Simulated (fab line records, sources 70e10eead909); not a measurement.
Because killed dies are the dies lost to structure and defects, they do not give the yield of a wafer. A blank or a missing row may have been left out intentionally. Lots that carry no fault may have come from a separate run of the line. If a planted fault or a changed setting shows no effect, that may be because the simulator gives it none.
Matching of chambers | flow nandHarc | NHARC_A_ONON_D1_DEP_33 on pecvd-03: 3 sister chambers
The step deposits SiO2, target thk 200 nm. 16 wafers are shown with their chamber, then 8 later ones without.

## WAFERS, EACH WITH ITS CHAMBER
wafer  | chamber | throttleValvePct (%) | heaterPowerW (W)
L074.2 | 0       | 15.7                 | 488
L074.5 | 0       | 16.0                 | 506
L074.6 | 2       | 16.4                 | 419
L081.2 | 2       | 16.4                 | 405
L081.3 | 0       | 15.5                 | 583
L081.5 | 0       | 15.6                 | 588
L082.1 | 0       | 15.4                 | 582
L082.2 | 2       | 16.2                 | 458
L082.4 | 1       | 16.5                 | 637
L084.1 | 1       | 16.5                 | 561
L084.2 | 0       | 15.5                 | 569
L084.6 | 0       | 15.3                 | 556
L088.1 | 2       | 16.2                 | 414
L088.5 | 0       | 15.7                 | 560
L088.6 | 2       | 16.2                 | 433
L091.1 | 0       | 15.5                 | 446

SIGNATURES (means of the wafers above)
reading          | chamber 0 | chamber 1 | chamber 2 | scatter within a chamber
throttleValvePct | 15.578    | 16.500    | 16.280    | 0.172
heaterPowerW     | 542.00    | 599.00    | 425.80    | 43.6
Rule: a wafer lies at a distance from a chamber equal to the root of the sum of squares, over the readings, of (its reading less the chamber's mean, divided by the reading's scatter). If the next closest chamber is less than 2 further off than the closest, the wafer can't be placed; otherwise it belongs to the closest. The scatter: the root of (the sum of the squares of (reading less its chamber's mean) over the shown wafers, divided by (wafers less chambers)).

## WAFERS WHOSE CHAMBER IS MISSING
wafer  | throttleValvePct (%) | heaterPowerW (W)
L091.3 | 16.6                 | 583
L091.5 | 16.5                 | 581
L091.2 | 16.3                 | 437
L091.4 | 16.7                 | 452
L091.6 | 15.4                 | 461
L096.1 | 15.4                 | 535
L096.3 | 16.3                 | 495
L096.5 | 15.9                 | 465

## WHICH CHAMBER EACH WENT THROUGH
wafer  | from the rows above     | in truth
L091.3 | 1                       | 1
L091.5 | 1                       | 1
L091.2 | 2                       | 2
L091.4 | can't be placed: 2 or 1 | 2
L091.6 | 0                       | 0
L096.1 | 0                       | 0
L096.3 | can't be placed: 2 or 1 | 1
L096.5 | can't be placed: 2 or 0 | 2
Correct placement for 5 of the 8. From these rows, 3 cannot be placed; in 3 the true chamber is one of the candidates. Wrongly placed: 0.
